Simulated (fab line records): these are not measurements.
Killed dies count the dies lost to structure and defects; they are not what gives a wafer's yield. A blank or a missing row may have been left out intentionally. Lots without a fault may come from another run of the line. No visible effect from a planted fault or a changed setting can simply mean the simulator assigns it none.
Chamber matching | flow nandHarc | NHARC_THIN_TSV_ETCHBACK_48 on rieDiel-13 has 4 sister chambers
The step etches the open film in C4F8/Ar, target depth 1028.5 nm, time 405.17 s. 4 wafers are shown with their chamber, then 9 later ones without.

WAFERS, EACH WITH ITS CHAMBER
wafer  | chamber | rfVppV (V)
L155.2 | 1       | 546
L154.2 | 2       | 549
L158.1 | 0       | 550
L158.6 | 3       | 546

WAFERS WITHOUT THEIR CHAMBER
wafer  | rfVppV (V)
L162.1 | 549
L162.4 | 550
L162.6 | 547
L163.1 | 549
L163.2 | 549
L163.3 | 545
L168.1 | 548
L168.2 | 546
L168.6 | 546

EACH ONE'S CHAMBER
wafer  | from the rows above               | in truth
L162.1 | can't be placed: 2 or 0           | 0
L162.4 | can't be placed: 0 or 2           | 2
L162.6 | can't be placed: 1 or 3 or 2      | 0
L163.1 | can't be placed: 2 or 0           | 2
L163.2 | can't be placed: 2 or 0           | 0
L163.3 | can't be placed: 1 or 3           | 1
L168.1 | can't be placed: 2 or 0 or 1 or 3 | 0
L168.2 | can't be placed: 1 or 3           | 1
L168.6 | can't be placed: 1 or 3           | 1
Correctly placed: 0 of 9. These rows do not allow placing 9 (true chamber among the candidates in 8). Wrongly placed: 0.
How it was worked out, from the rows above alone: a wafer's distance from a chamber is the root of the sum, over the readings, of the square of ((its reading less the chamber's mean) divided by the reading's scatter). If the next closest chamber is less than 2 further off than the closest, the wafer can't be placed; otherwise it belongs to the closest. A chamber's mean is the mean of its shown wafers. The scatter (one wafer shown for each chamber): square how far every hidden wafer sits from the nearest shown wafer, average those squares and take the square root.
